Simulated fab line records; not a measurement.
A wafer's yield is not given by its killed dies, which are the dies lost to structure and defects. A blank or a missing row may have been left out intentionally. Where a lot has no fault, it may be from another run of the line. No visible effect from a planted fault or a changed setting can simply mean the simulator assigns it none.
fab line records	flow nand-harc
record: lots: 6	wafers: 18	last-day: 24
route steps=1159 shown A_CHANNEL_HOLE_D1@471 A_CHANNEL_FILL_D1@490 END@1159
lots that met no fault: from a run of the same line without faults
start-h: start of the lot's first displayed wafer, in hours after the record's first day	wait-h: hours since the lot's step before	" unchanged from the row above	L1.1+2: one row covering several wafers at once	- no value present, or no start provided	* or withheld: withheld	< > ~ a bound
route shown NAME@n: names a module that has steps shown in the file, with the first one's number in the route	usual: mean and standard deviation over wafers with no fault	same: alike in all rows	chamber/n: place in a boat	sites: the reading at each site	_std_site: the standard deviation of these	_edge_site: mean of outer sites minus mean of inner sites	radius-mm: how far each site lies from the wafer's centre	mask NAME#n: copy n	behind: tool/chamber where the wafer was last shaped	hold: why the lot was held/for how many hours/how that ended	device: names the non-switching transistor (n, p or np)	end of line: the same wafers' tests at the end of the route	a step given without rows: its recipe and nothing more	killed: dies lost to structure and defects at the first sort, not the wafer's yield	map: per-die view of a wafer (x killed, . not killed, _ where there is no die)
set.NAME: the setting as run; set.NAME@STEP: as run at that earlier step	model.NAME: the simulator's own value behind a step, which no gauge read
lots seen at some steps along the route; tables by step, rows by wafer
services: the hour from which a tool's chamber was out of use, counted from the record's first day as start-h (under 0 if before that day), plus the number of hours and why
== steps ==
step: NHARC_A_CHANNEL_HOLE_D1_ETCH_19
recipe: bias-v: 1200	source-w: 2500	pressure-mtorr: 15	time-s: 34.5	ar-flow-sccm: 375	c4f8-flow-sccm: 28.8	o2-flow-sccm: 96.2	temp-c: -20	target-depth-a: *	chemistry: C4F8/O2/Ar
usual: drypump-motor-current-A: 6.00/0.21	showerhead-plenum-p-Torr: 3.71/0.1	throttle-valve-pct: 37.037/0.0093
lot.wafer	tool	chamber	start-h	wait-h	drypump-motor-current-A	rf-hours-counter-h	showerhead-plenum-p-Torr	throttle-valve-pct
L671.1	har-etch-01	0	189.29	0.1	6.34	194	3.87	37.043
L671.4	"	1	"	"	5.82	-	3.80	37.033
L671.6	"	1	"	"	5.81	-	3.80	37.057
L682.2	har-etch-02	0	255.41	2.1	5.83	134	3.63	37.047
L682.4	"	1	"	"	6.03	-	3.61	37.031
L682.6	"	0	"	"	5.80	-	3.63	37.052
L690.2	har-etch-02	0	288.70	0.1	5.83	146	3.62	37.031
L690.1	"	1	"	"	6.04	146	3.60	37.026
L690.5	"	0	"	"	5.85	-	3.62	37.023
L691.2	har-etch-01	1	288.88	0.1	5.86	243	3.77	37.042
L691.4	"	0	"	"	6.34	-	3.84	37.054
L691.5	"	1	"	"	5.83	-	3.77	37.029
L689.3	har-etch-02	0	292.88	3.9	5.83	-	3.62	37.027
L689.4	"	1	"	"	6.05	-	3.60	37.030
L689.5	"	1	"	"	6.06	-	3.60	37.041
L694.4	har-etch-02	1	311.79	0.1	6.06	-	3.60	37.032
L694.3	"	0	"	"	5.85	-	3.62	37.041
L694.6	"	1	"	"	6.05	-	3.60	37.014
step: NHARC_A_CHANNEL_HOLE_D1_ETCH_20
recipe: bias-v: 3000	source-w: withheld	pressure-mtorr: 20	time-s: 361.9	ar-flow-sccm: 375	c4f8-flow-sccm: 89.3	o2-flow-sccm: 35.7	temp-c: -20	target-depth-a: 16000	chemistry: C4F8/O2/Ar
usual: drypump-motor-current-A: 6.00/0.2	showerhead-plenum-p-Torr: 3.67/0.099	throttle-valve-pct: 32.155/0.0097
lot.wafer	tool	chamber	start-h	wait-h	drypump-motor-current-A	rf-hours-counter-h	showerhead-plenum-p-Torr	throttle-valve-pct
L671.1	har-etch-01	0	189.41	0.1	6.32	194	3.82	32.174
L671.4	"	1	"	"	5.82	-	3.76	32.147
L671.6	"	1	"	"	5.83	-	3.76	32.155
L682.2	har-etch-02	0	255.52	0.1	5.81	134	3.59	32.132
L682.4	"	1	"	"	6.05	-	3.57	32.147
L682.6	"	0	"	"	5.84	-	3.59	32.157
L690.2	har-etch-02	0	288.81	0.1	5.85	146	3.58	32.161
L690.1	"	1	"	"	6.06	146	3.56	32.154
L690.5	"	0	"	"	5.86	-	3.58	32.149
L691.2	har-etch-01	1	289.03	0.1	5.79	243	3.73	32.158
L691.4	"	0	"	"	6.36	-	3.80	32.175
L691.5	"	1	"	"	5.81	-	3.73	32.139
L689.3	har-etch-02	0	293.06	0.2	5.79	-	3.58	32.161
L689.4	"	1	"	"	6.03	-	3.56	32.153
L689.5	"	1	"	"	6.04	-	3.56	32.176
L694.4	har-etch-02	1	311.97	0.2	6.03	-	3.56	32.152
L694.3	"	0	"	"	5.82	-	3.58	32.149
L694.6	"	1	"	"	6.05	-	3.56	32.141
step: NHARC_A_CHANNEL_HOLE_D1_ETCH_21
recipe: bias-v: 3000	source-w: withheld	pressure-mtorr: 20	time-s: 514.3	ar-flow-sccm: 375	c4f8-flow-sccm: 89.3	o2-flow-sccm: 35.7	temp-c: -20	target-depth-a: 16000	chemistry: C4F8/O2/Ar
step: NHARC_A_CHANNEL_HOLE_D1_ETCH_22
recipe: bias-v: 3000	source-w: withheld	pressure-mtorr: 20	time-s: 666.7	ar-flow-sccm: 375	c4f8-flow-sccm: 89.3	o2-flow-sccm: 35.7	temp-c: -20	target-depth-a: 16000	chemistry: C4F8/O2/Ar
usual: drypump-motor-current-A: 6.00/0.2	showerhead-plenum-p-Torr: 3.67/0.099	throttle-valve-pct: 32.156/0.01
lot.wafer	tool	chamber	start-h	wait-h	drypump-motor-current-A	rf-hours-counter-h	showerhead-plenum-p-Torr	throttle-valve-pct
L671.1	har-etch-01	0	190.16	0.4	6.36	195	3.82	32.153
L671.4	"	1	"	"	5.82	-	3.76	32.142
L671.6	"	1	"	"	5.84	-	3.76	32.153
L682.2	har-etch-02	0	256.29	0.4	5.83	134	3.59	32.137
L682.4	"	1	"	"	6.04	-	3.57	32.140
L682.6	"	0	"	"	5.82	-	3.59	32.142
L690.2	har-etch-02	0	289.57	0.4	5.83	147	3.58	32.160
L690.1	"	1	"	"	6.05	147	3.56	32.151
L690.5	"	0	"	"	5.83	-	3.58	32.160
L691.2	har-etch-01	1	289.83	0.4	5.83	243	3.73	32.154
L691.4	"	0	"	"	6.27	-	3.80	32.166
L691.5	"	1	"	"	5.83	-	3.73	32.158
L689.3	har-etch-02	0	293.91	0.4	5.82	-	3.58	32.148
L689.4	"	1	"	"	6.03	-	3.56	32.143
L689.5	"	1	"	"	6.03	-	3.56	32.160
L694.4	har-etch-02	1	312.81	0.4	6.06	-	3.56	32.171
L694.3	"	0	"	"	5.84	-	3.58	32.142
L694.6	"	1	"	"	6.02	-	3.56	32.161
step: NHARC_A_CHANNEL_HOLE_D1_ETCH_23
recipe: bias-v: 5000	source-w: withheld	pressure-mtorr: 20	time-s: 819	ar-flow-sccm: 375	c4f8-flow-sccm: 89.3	o2-flow-sccm: 35.7	temp-c: -20	target-depth-a: 16000	chemistry: C4F8/O2/Ar
usual: drypump-motor-current-A: 6.01/0.21	showerhead-plenum-p-Torr: 3.67/0.099	throttle-valve-pct: 32.154/0.0086
lot.wafer	tool	chamber	start-h	wait-h	drypump-motor-current-A	rf-hours-counter-h	showerhead-plenum-p-Torr	throttle-valve-pct
L671.1	har-etch-01	0	190.73	0.5	6.35	195	3.82	32.146
L671.4	"	1	"	"	5.79	-	3.76	32.148
L671.6	"	1	"	"	5.82	-	3.76	32.158
L682.2	har-etch-02	0	256.85	0.5	5.82	135	3.59	32.153
L682.4	"	1	"	"	6.04	-	3.57	32.152
L682.6	"	0	"	"	5.82	-	3.59	32.153
L690.2	har-etch-02	0	290.14	0.5	5.85	147	3.58	32.156
L690.1	"	1	"	"	6.02	147	3.56	32.149
L690.5	"	0	"	"	5.83	-	3.58	32.153
L691.2	har-etch-01	1	290.42	0.5	5.83	244	3.73	32.155
L691.4	"	0	"	"	6.35	-	3.80	32.146
L691.5	"	1	"	"	5.83	-	3.73	32.155
L689.3	har-etch-02	0	294.52	0.5	5.82	-	3.58	32.154
L689.4	"	1	"	"	6.04	-	3.56	32.146
L689.5	"	1	"	"	6.06	-	3.56	32.144
L694.4	har-etch-02	1	313.42	0.5	6.05	-	3.56	32.166
L694.3	"	0	"	"	5.84	-	3.58	32.169
L694.6	"	1	"	"	6.04	-	3.56	32.159
step: NHARC_A_CHANNEL_HOLE_D1_ETCH_24
recipe: bias-v: 5000	source-w: withheld	pressure-mtorr: 20	time-s: 906.2	ar-flow-sccm: 375	c4f8-flow-sccm: 93.8	o2-flow-sccm: 31.2	temp-c: -20	target-depth-a: 15000	chemistry: C4F8/O2/Ar
step: NHARC_A_CHANNEL_HOLE_D1_ETCH_25
recipe: bias-v: 5000	source-w: withheld	pressure-mtorr: 20	time-s: 1040.2	ar-flow-sccm: 375	c4f8-flow-sccm: 93.8	o2-flow-sccm: 31.2	temp-c: -20	target-depth-a: 15000	chemistry: C4F8/O2/Ar
step: NHARC_A_CHANNEL_HOLE_D1_ETCH_26
recipe: bias-v: 300	source-w: 2000	pressure-mtorr: 30	time-s: 224.1	ar-flow-sccm: 375	c4f8-flow-sccm: 11.4	o2-flow-sccm: 113.6	temp-c: -20	target-depth-a: 3000	chemistry: C4F8/O2/Ar
step: NHARC_A_CHANNEL_HOLE_D1_ETCH_33
recipe: bias-v: 400	source-w: 2000	pressure-mtorr: 25	time-s: 90	ar-flow-sccm: 375	c4f8-flow-sccm: 41.7	o2-flow-sccm: 83.3	temp-c: -20	target-depth-a: 4000	chemistry: C4F8/O2/Ar
usual: drypump-motor-current-A: 6.00/0.21	showerhead-plenum-p-Torr: 3.71/0.1	throttle-valve-pct: 27.620/0.0078
lot.wafer	tool	chamber	start-h	wait-h	drypump-motor-current-A	rf-hours-counter-h	showerhead-plenum-p-Torr	throttle-valve-pct
L671.1	har-etch-01	0	193.26	0.2	6.31	198	3.86	27.618
L671.4	"	1	"	"	5.83	-	3.80	27.611
L671.6	"	1	"	"	5.84	-	3.80	27.621
L682.2	har-etch-02	0	259.40	0.2	5.81	137	3.63	27.609
L682.4	"	1	"	"	6.06	-	3.61	27.634
L682.6	"	0	"	"	5.83	-	3.63	27.613
L690.2	har-etch-02	0	292.66	0.2	5.83	150	3.62	27.605
L690.1	"	1	"	"	6.03	150	3.60	27.612
L690.5	"	0	"	"	5.85	-	3.62	27.621
L691.2	har-etch-01	1	292.86	0.2	5.85	246	3.77	27.629
L691.4	"	0	"	"	6.36	-	3.84	27.623
L691.5	"	1	"	"	5.85	-	3.77	27.632
L689.3	har-etch-02	0	296.92	0.2	5.83	-	3.62	27.616
L689.4	"	1	"	"	6.07	-	3.60	27.619
L689.5	"	1	"	"	6.04	-	3.60	27.622
L694.4	har-etch-02	1	315.80	0.2	6.05	-	3.59	27.611
L694.3	"	0	"	"	5.82	-	3.61	27.623
L694.6	"	1	"	"	6.03	-	3.59	27.628
step: NHARC_A_CHANNEL_HOLE_D1_STRIP_41
recipe: n2-flow-sccm: 150	h2-flow-sccm: 150	ar-flow-sccm: 0	bias-w: 0	chemistry: N2/H2
step: NHARC_A_CHANNEL_HOLE_D1_STRIP_42
recipe: cf4-flow-sccm: 100	chf3-flow-sccm: 30	ar-flow-sccm: 0	bias-w: 0	chemistry: CF4/CHF3
step: NHARC_A_CHANNEL_HOLE_D1_STRIP_43
recipe: o2-flow-sccm: 400	cos-flow-sccm: 20	ar-flow-sccm: 0	bias-w: 0	chemistry: O2/COS
step: NHARC_A_CHANNEL_HOLE_D1_ETCH_44
recipe: target-depth-a: 1400	overetch-a: 140	time-s: 77	ion-energy-ev: 100	cf4-flow-sccm: 80	o2-flow-sccm: 20	ar-flow-sccm: 0	rf-w: 300	bias-w: 100	chemistry: CF4/O2
usual: drypump-motor-current-A: 5.73/0.3	oes_o_777_au: 1.000/0.0046	oes-product-au: 0.997/0.013	rf-vpp-V: 197.5/1.3	showerhead-plenum-p-Torr: 1.32/0.058	throttle-valve-pct: 13.398/0.0093
lot.wafer	tool	chamber	start-h	wait-h	drypump-motor-current-A	oes_o_777_au	oes-product-au	rf-hours-counter-h	rf-vpp-V	showerhead-plenum-p-Torr	throttle-valve-pct
L671.1	rie-diel-01	1	194.01	0.1	5.80	0.998	0.991	3	198.5	1.31	13.393
L671.4	"	0	"	"	5.64	1.009	1.008	2	200.0	1.39	13.373
L671.6	"	1	"	"	5.82	1.007	0.981	-	197.6	1.31	13.375
L682.4	rie-diel-07	2	260.15	0.1	5.60	1.006	0.986	2	197.4	1.25	13.406
L682.2	"	3	"	"	5.56	0.991	1.021	2	195.5	1.27	13.410
L682.6	"	2	"	"	5.66	1.002	0.987	-	198.3	1.25	13.385
L691.2	rie-diel-09	1	293.62	0.1	6.21	1.005	1.005	3	197.3	1.40	13.384
L691.5	"	1	"	"	6.19	0.993	0.990	-	199.0	1.40	13.402
L691.4	"	2	"	"	6.07	0.997	0.993	-	197.0	1.25	13.394
L690.2	rie-diel-01	0	293.87	0.5	5.61	1.002	1.020	9	197.7	1.39	13.406
L690.1	"	2	"	"	5.87	0.996	0.993	11	197.5	1.32	13.400
L690.5	"	0	"	"	5.65	1.002	1.014	-	197.1	1.39	13.397
L689.4	rie-diel-01	0	297.60	0.1	5.64	1.004	1.017	9	198.1	1.39	13.384
L689.3	"	3	"	"	5.77	0.996	0.984	10	197.4	1.32	13.403
L689.5	"	0	"	"	5.65	1.006	1.021	-	198.8	1.39	13.385
L694.3	rie-diel-07	0	316.52	0.1	5.71	0.998	0.981	6	194.5	1.26	13.399
L694.4	"	3	"	"	5.53	0.999	1.007	-	196.2	1.27	13.395
L694.6	"	0	"	"	5.73	1.004	0.988	-	196.6	1.26	13.414
step: NHARC_A_CHANNEL_HOLE_D1_STRIP_27
recipe: o2-flow-sccm: 500	ar-flow-sccm: 0	bias-w: 0	chemistry: O2
step: NHARC_A_CHANNEL_HOLE_D1_PRECLEAN_28
recipe: time-s: *	temp-c: 50	bath-age-min: 0	chemistry: SC1
step: NHARC_A_CHANNEL_HOLE_D1_SRD_29
step: NHARC_A_CHANNEL_HOLE_D1_CD_MEAS_30
usual: cd-nm: 89.3/1.6
lot.wafer	tool	chamber	start-h	wait-h	cd-nm
L671.1	cd-sem-01	-	194.80	-	88.3
L671.4	"	-	"	"	90.7
L671.6	"	-	"	"	88.7
L682.2	cd-sem-03	-	260.96	-	89.6
L682.4	"	-	"	"	90.3
L682.6	"	-	"	"	90.0
L691.2	cd-sem-02	-	294.54	-	93.0
L691.4	"	-	"	"	88.3
L691.5	"	-	"	"	91.7
L690.1	cd-sem-01	-	294.66	-	91.4
L690.2	"	-	"	"	90.1
L690.5	"	-	"	"	90.7
L689.3	cd-sem-03	-	298.41	-	90.0
L689.4	"	-	"	"	90.7
L689.5	"	-	"	"	91.8
L694.3	cd-sem-03	-	317.44	-	90.0
L694.4	"	-	"	"	88.7
L694.6	"	-	"	"	88.7
step: NHARC_A_CHANNEL_HOLE_D1_XSEM_31
recipe: landing-energy-ev: 35000
step: NHARC_A_CHANNEL_HOLE_D1_INSPECT_40
usual: raw-defect-count: 61/19
lot.wafer	tool	chamber	start-h	wait-h	raw-defect-count
L671.1	defect-inspect-02	-	194.99	-	74
L671.4	"	-	"	"	77
L671.6	"	-	"	"	54
L682.2	defect-inspect-02	-	261.15	-	38
L682.4	"	-	"	"	34
L682.6	"	-	"	"	57
L691.2	defect-inspect-02	-	294.72	-	74
L691.4	"	-	"	"	45
L691.5	"	-	"	"	75
L690.1	defect-inspect-01	-	294.88	-	432
L690.2	"	-	"	"	428
L690.5	"	-	"	"	441
L689.3	defect-inspect-02	-	298.60	-	466
L689.4	"	-	"	"	479
L689.5	"	-	"	"	450
L694.3	defect-inspect-02	-	317.62	-	67
L694.4	"	-	"	"	79
L694.6	"	-	"	"	71
step: NHARC_A_CHANNEL_FILL_D1_PRECLEAN_00
recipe: time-s: *	temp-c: 50	bath-age-min: 0	chemistry: SC1
step: NHARC_END_SORT_01
recipe: temp-c: 25
usual: killed-at-array: 29/10	killed-at-other: 0.7/1	killed-at-periphery: 3.7/2.6	killed-dies: 33/10	killed-open: 3.4/1.8	killed-short: 1.8/1.3
same: gross-dies: 677
lot.wafer	tool	chamber	start-h	wait-h	killed-at-array	killed-at-other	killed-at-periphery	killed-dies	killed-open	killed-short
L690.1	prober-02	0	551.49	2.5	104	1	6	111	2	5
L690.2	prober-02	0	552.29	2.8	69	1	2	72	2	3
L690.5	prober-02	0	554.69	3.7	84	0	6	90	4	4
L689.3	prober-02	0	560.86	3.1	98	0	15	113	8	1
L689.4	prober-02	0	561.66	3.4	96	0	3	99	6	0
L689.5	prober-02	0	562.46	3.7	90	0	7	97	2	1
killed by level:class
L690.1 A_CHANNEL_HOLE_D1:unspecified=84 A_CHANNEL_HOLE_D1:chamber-film-flake=8 A_STAIRCASE:chamber-film-flake=3 A_WL_FILL:chamber-film-flake=3 A_ONON_D1:geometric-particle:open=2 P_GATE:chamber-film-flake=2 P_GATE:geometric-particle:short=1 P_CONTACT:geometric-particle:short=1
L690.2 A_CHANNEL_HOLE_D1:unspecified=53 A_CHANNEL_HOLE_D1:chamber-film-flake=7 A_CONTACT:geometric-particle:open=2 A_CONTACT:chamber-film-flake=2 A_CHANNEL_FILL_D1:geometric-particle:short=1 A_WL_FILL:geometric-particle:short=1 A_M0:geometric-particle:short=1 P_GATE:chamber-film-flake=1
L690.5 A_CHANNEL_HOLE_D1:unspecified=63 A_CHANNEL_HOLE_D1:chamber-film-flake=6 A_CONTACT:chamber-film-flake=5 A_WL_FILL:chamber-film-flake=4 P_ZERO_WELL:chamber-film-flake=3 P_CONTACT:geometric-particle:short=2 P_CONTACT:geometric-particle:open=1 A_ONON_D1:geometric-particle:open=1
L689.3 A_CHANNEL_HOLE_D1:unspecified=54 A_SLIT:chamber-film-flake=16 A_CHANNEL_HOLE_D1:chamber-film-flake=10 P_STI:chamber-film-flake=7 A_CONTACT:chamber-film-flake=7 A_SGD_CUT:chamber-film-flake=4 P_CONTACT:chamber-film-flake=3 P_GATE:chamber-film-flake=2
L689.4 A_CHANNEL_HOLE_D1:unspecified=58 A_SLIT:chamber-film-flake=17 A_CONTACT:chamber-film-flake=8 A_CHANNEL_HOLE_D1:chamber-film-flake=4 A_SGD_CUT:chamber-film-flake=3 A_CONTACT:geometric-particle:open=2 A_M1:geometric-particle:open=2 P_CONTACT:geometric-particle:open=1
L689.5 A_CHANNEL_HOLE_D1:unspecified=62 A_SLIT:chamber-film-flake=13 A_CONTACT:chamber-film-flake=8 P_STI:chamber-film-flake=4 A_CHANNEL_HOLE_D1:chamber-film-flake=4 P_GATE:geometric-particle:open=1 A_ONON_D1:geometric-particle:short=1 A_CONTACT:geometric-particle:open=1
map L689.3 (x killed, . not)
____________.____________
_________xxx...._________
_______xxxxxx....._______
______xxxxxxxx.....______
_____xxxxxxxxx.xx..._____
____.xxxxxxx.x.......____
____.xxxxxxxxx.xx....____
___.xxxxxxxxx.xxx.x...___
___.....xx.x....x.....___
__...x.xxx.x..x.x.x.x..__
__......x...x.xxx......__
_.............xx.x...x.._
_...........xx.x........_
_........x.............x_
_.x....x...x.x..x...xx.x_
_......x..xx..........x._
.............x...........
.........x...............
..............x..........
.....x...................
.........................
_....x.........x.......x_
_........x.............._
_..x...................._
_..............x........_
_............x.........._
__.....................__
__.....................__
___.......x...........___
___............x......___
____.................____
____.................____
_____.......x......._____
______.............______
_______..........._______
_________......._________
____________.____________
map L690.1 (x killed, . not)
____________.____________
_________......._________
_______x.........._______
______.........x...______
_____...x......x...._____
____.x........x.x....____
____.................____
___..........x........___
___..x............x...___
__.............x....x..__
__.............x.......__
_...........x..........._
_......................._
_...x.......x..........._
_......................._
_..............x..x....._
.........................
......x..............x...
.........................
.........................
.........................
_......x....xxx.x......._
_...........x.xx.xx....._
_....x....xxxxx.xx......_
_.....x...xxxxxxxx......_
_........xxxxxxxxx......_
__........xxxxxxxxx....__
__x........xxxxxxx.....__
___.....x.xxxxxxxx....___
___........xxxxxx..xx.___
____.x.....xxxxx.....____
____.......xx.xxxx...____
_____....x.xxxx..x.._____
______.......x.....______
_______.......x..._______
_________.....x._________
____________.____________
== services ==
tool	chamber	start-h	hours	kind
rie-diel-01	-	168.63	0.4	repair
rie-diel-09	3	171.17	6.7	repair
rie-diel-01	0	171.30	-	clean
rie-diel-01	1	171.30	-	clean
rie-diel-01	2	171.30	-	clean
rie-diel-01	3	171.30	-	clean
rie-diel-09	-	177.28	1.7	repair
rie-diel-07	2	178.39	15.6	repair
rie-diel-09	3	179.97	3.6	repair
rie-diel-01	0	195.80	-	clean
rie-diel-01	1	195.80	-	clean
rie-diel-01	2	195.80	-	clean
rie-diel-01	3	195.80	-	clean
rie-diel-01	0	220.37	-	clean
rie-diel-01	1	220.37	-	clean
rie-diel-07	-	228.67	9.0	pm
rie-diel-09	-	254.10	9.0	pm
rie-diel-07	-	256.62	0.1	repair
rie-diel-09	0	292.69	12.4	repair
har-etch-01	-	306.49	17.0	pm
har-etch-01	0	306.49	17.0	vent-cycle
har-etch-01	1	306.49	17.0	vent-cycle
rie-diel-01	-	314.80	9.0	pm
rie-diel-07	1	315.37	3.0	repair
== key ==
first-sign: step: NHARC_A_CHANNEL_HOLE_D1_INSPECT_40	reading: raw-defect-count	direction: up	sigmas: 21	usual: 61	struck: 449
effect: step: NHARC_END_SORT_01	reading: killed-dies	direction: up	sigmas: 6.3	usual: 33	struck: 97
more-kills-born-at: NHARC_A_CHANNEL_HOLE_D1_ETCH_44@rie-diel-01: 371
met-at NHARC_A_CHANNEL_HOLE_D1_ETCH_44
struck-wafers L689.3,L689.4,L689.5,L690.1,L690.2,L690.5
tester-left-out L689,L690
onset-between 194.01 293.87
fault: kind: chamber-particle-source	tool: rie-diel-01	chamber: -	onset-h: 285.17	steps: NHARC_A_CHANNEL_HOLE_D1_ETCH_44	rate-per-visit-cm2: 0.62045	end-h: 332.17
tester-left-out: of these lots the tester's yield and bins aren't shown, on N5 and GAA mostly nor the transistor test; their killed dies are dies lost to structure and defects alone, not to doping, threshold or leakage, so they don't give the yield
